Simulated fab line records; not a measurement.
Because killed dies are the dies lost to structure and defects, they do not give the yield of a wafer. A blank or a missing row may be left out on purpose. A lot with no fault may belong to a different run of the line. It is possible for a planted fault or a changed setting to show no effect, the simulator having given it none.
Matching of chambers | flow nand-harc | 4 sister chambers for NHARC_A_CHANNEL_FILL_D2_ALD_14 on ald-hk-01
The step deposits SiO2, target thk 2.5 nm, pulse time 10 s, ald cycles 25. 4 wafers are shown with their chamber, then 10 later ones without.

WAFERS, EACH WITH ITS CHAMBER
wafer  | chamber | heater-power-w (W)
L205.6 | 1       | 484
L204.2 | 0       | 478
L207.3 | 2       | 438
L207.4 | 3       | 460

WAFERS WITHOUT THEIR CHAMBER
wafer  | heater-power-w (W)
L207.6 | 465
L206.1 | 432
L206.3 | 459
L206.5 | 467
L210.2 | 416
L210.3 | 441
L210.4 | 468
L213.2 | 457
L213.4 | 472
L213.6 | 447

WHICH CHAMBER EACH ONE RAN IN
wafer  | from the rows above          | in truth
L207.6 | can't be placed: 3 or 0 or 1 | 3
L206.1 | 2                            | 2
L206.3 | 3                            | 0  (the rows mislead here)
L206.5 | can't be placed: 3 or 0 or 1 | 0
L210.2 | 2                            | 2
L210.3 | can't be placed: 2 or 3      | 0
L210.4 | can't be placed: 3 or 0 or 1 | 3
L213.2 | can't be placed: 3 or 2      | 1
L213.4 | can't be placed: 0 or 1 or 3 | 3
L213.6 | can't be placed: 2 or 3      | 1
Placed correctly: 2 of 10. From these rows, 7 cannot be placed; in 4 the true chamber is one of the candidates. 1 placed wrongly.
How it was worked out, from the rows above alone: a wafer's distance from a chamber is the root of the sum, over the readings, of the square of ((its reading less the chamber's mean) divided by the reading's scatter). The wafer belongs to the nearest chamber; if the next one is less than 2 further off, it can't be placed. Each chamber's mean is taken over the wafers shown for it. The scatter: with one shown wafer a chamber, the root of the mean of the squares of how far each hidden wafer lies from its nearest shown one.
